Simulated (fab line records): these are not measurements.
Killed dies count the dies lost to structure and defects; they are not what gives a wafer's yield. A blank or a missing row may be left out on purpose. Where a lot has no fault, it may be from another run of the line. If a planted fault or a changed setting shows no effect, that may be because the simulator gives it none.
Split-lot experiment | flow n5Finfet | 21 wafers read across 7 lots, on a route 1938 steps long

== ON THE SPLIT ==
At N5_BEOL_M0_SAQP_PECVD_04 (deposits a-Si from SiH4/He, target thk 60 nm, time 60.2 s), the setting timeS was moved away from the recipe's 60.2 s on 6 of the 21 wafers read, by -14.0% to +10.6%. For the rest of the wafers, this setting stayed at what the recipe calls for.

== FROM THE SPLIT TO THE READING: what the file shows between them, 8 steps ==
- N5_BEOL_M0_SAQP_THK_MEAS_05
- N5_BEOL_M0_SAQP_COAT_08: resist thk 90 nm (also split here: spinRpm)
- N5_BEOL_M0_SAQP_DESCUM_19: chemistry O2, time 7.9 s (also split here: timeS)
- N5_BEOL_M0_SAQP_ETCH_83: etches SiARC in CF4, target depth 39 nm, time 65 s
- N5_BEOL_M0_SAQP_ETCH_84: etches SOC in N2/H2, target depth 100 nm, overetch 20 nm, time 150 s
- N5_BEOL_M0_SAQP_STRIP_80: strips in N2/H2
- N5_BEOL_M0_SAQP_HM_OPEN_112: chemistry CHF3/O2, target SiO2, stops on a-Si, target depth 12 nm, time 13.5 s
- N5_BEOL_M0_SAQP_STRIP_113: strips in CHF3/O2

== THE READING ==
etch.depthNm (the simulator's own value, which no gauge read), in nm, at N5_BEOL_M0_SAQP_MANDREL_ETCH_20 (etches a-Si in HBr/Cl2, stops on SiNx, target depth 60 nm, bt time 10 s, time 30 s). No usual value for it is given in the file. Here, 15 wafers ran the recipe; their average is 60.09 nm with a standard deviation of 1.1 nm.

wafer  | tool, chamber at the split | timeS as run, s | against the recipe | etch.depthNm, nm | against lot-mates on the recipe
L074.1 | pecvd-02, 0                | 60.2            | recipe             | 58.7             | -
L074.3 | pecvd-02, 1                | 60.2            | recipe             | 57.95            | -
L074.5 | pecvd-02, 2                | 60.2            | recipe             | 60.46            | -
L077.3 | pecvd-03, 2                | 60.2            | recipe             | 60.1             | -
L077.4 | pecvd-03, 1                | 66.61           | +10.6%             | 68.61            | +8.51
L077.5 | pecvd-03, 0                | 66.61           | +10.6%             | 66.65            | +6.55
L081.3 | pecvd-03, 0                | 60.2            | recipe             | 58.64            | -
L081.5 | pecvd-03, 1                | 60.2            | recipe             | 61.41            | -
L081.6 | pecvd-03, 0                | 51.79           | -14.0%             | 51.46            | -8.56
L085.3 | pecvd-04, 2                | 60.2            | recipe             | 60.61            | -
L085.4 | pecvd-04, 2                | 60.2            | recipe             | 60.9             | -
L085.5 | pecvd-04, 1                | 60.2            | recipe             | 61.12            | -
L089.1 | pecvd-03, 1                | 60.2            | recipe             | 61.74            | -
L089.3 | pecvd-03, 2                | 60.2            | recipe             | 60.79            | -
L089.5 | pecvd-03, 0                | 55.48           | -7.8%              | 57.25            | -4.02
L093.2 | pecvd-04, 1                | 62.53           | +3.9%              | 61.36            | +1.13
L093.5 | pecvd-04, 0                | 60.2            | recipe             | 60.07            | -
L093.6 | pecvd-04, 1                | 60.2            | recipe             | 60.39            | -
L096.1 | pecvd-04, 1                | 60.2            | recipe             | 59.01            | -
L096.2 | pecvd-04, 2                | 60.2            | recipe             | 59.5             | -
L096.5 | pecvd-04, 2                | 56.38           | -6.3%              | 56.18            | -3.07

THE FIT
A straight line over all 21 wafers: etch.depthNm changes by +0.619 nm for each +1% of timeS; r = +0.94; the points scatter about the line by 1.2 nm.
The same after taking each lot's own level away (the mean of its wafers on the recipe; 21 wafers): +0.623 nm for each +1%; r = +0.97; scatter 0.87 nm.
The reading moves by 8.7 nm for the largest change in timeS, on that fit.
The span of the lots' own levels, 59.037 to 61.265 nm, comes to 2.1 times the standard deviation stated above.
The two slopes are in agreement: the lot-to-lot level therefore moves the slope only a little.
Check: for one of the wafers moved furthest among these (-14.0%), held out of the fit, the line's prediction against its lot-mates is -8.61 nm. Against them it came out at -8.56 nm.

== THESE WAFERS: OTHER SPLITS ==
Note: prior to the reading, these wafers also went through further splits. Each is held against what the fit with the lots' levels taken away leaves over:
other split on the same wafers   | wafers away from the commonest value | r with etch.depthNm (lot level and that fit taken away)
N5_SDB_COAT_05 spinRpm           | 4                                    | +0.21
N5_HKMG_FIN_COAT_29 spinRpm      | 10                                   | -0.20
N5_HKMG_FIN_ETCH_31 biasW        | 8                                    | +0.11
N5_GATE_CUT_DESCUM_18 timeS      | 5                                    | -0.11
N5_MOL_CONTACT_COAG_ALD_27 timeS | 5                                    | +0.09
N5_BEOL_M0_SAQP_COAT_08 spinRpm  | 7                                    | -0.08
N5_BEOL_M0_SAQP_DESCUM_19 timeS  | 4                                    | +0.27

== THE WHOLE CHAIN: every reading that the file lists as answering this split, in the file's order ==
step                            | what it does                                                                       | reading                                                                              | change (the file's fit)               | r (the file's)
N5_BEOL_M0_SAQP_PECVD_04        | deposits a-Si from SiH4/He, target thk 60 nm, time 60.2 s                          | a-Si_of_BEOL_M0_SAQP_PECVD_04.thkNm (the simulator's own value, which no gauge read) | +0.606 nm for each +1% of the setting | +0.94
N5_BEOL_M0_SAQP_THK_MEAS_05     |                                                                                    | thkNm                                                                                | withheld for each +1% of the setting  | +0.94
N5_BEOL_M0_SAQP_HM_OPEN_112     | chemistry CHF3/O2, target SiO2, stops on a-Si, target depth 12 nm, time 13.5 s     | a-Si_of_BEOL_M0_SAQP_PECVD_04.thkNm (the simulator's own value, which no gauge read) | +0.604 nm for each +1% of the setting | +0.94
N5_BEOL_M0_SAQP_MANDREL_ETCH_20 | etches a-Si in HBr/Cl2, stops on SiNx, target depth 60 nm, bt time 10 s, time 30 s | etch.depthNm (the simulator's own value, which no gauge read)                        | +0.6 nm for each +1% of the setting   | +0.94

== THE FILE'S OWN FIT ==
etch.depthNm changes by +0.6 nm for each +1% of timeS, r = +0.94.
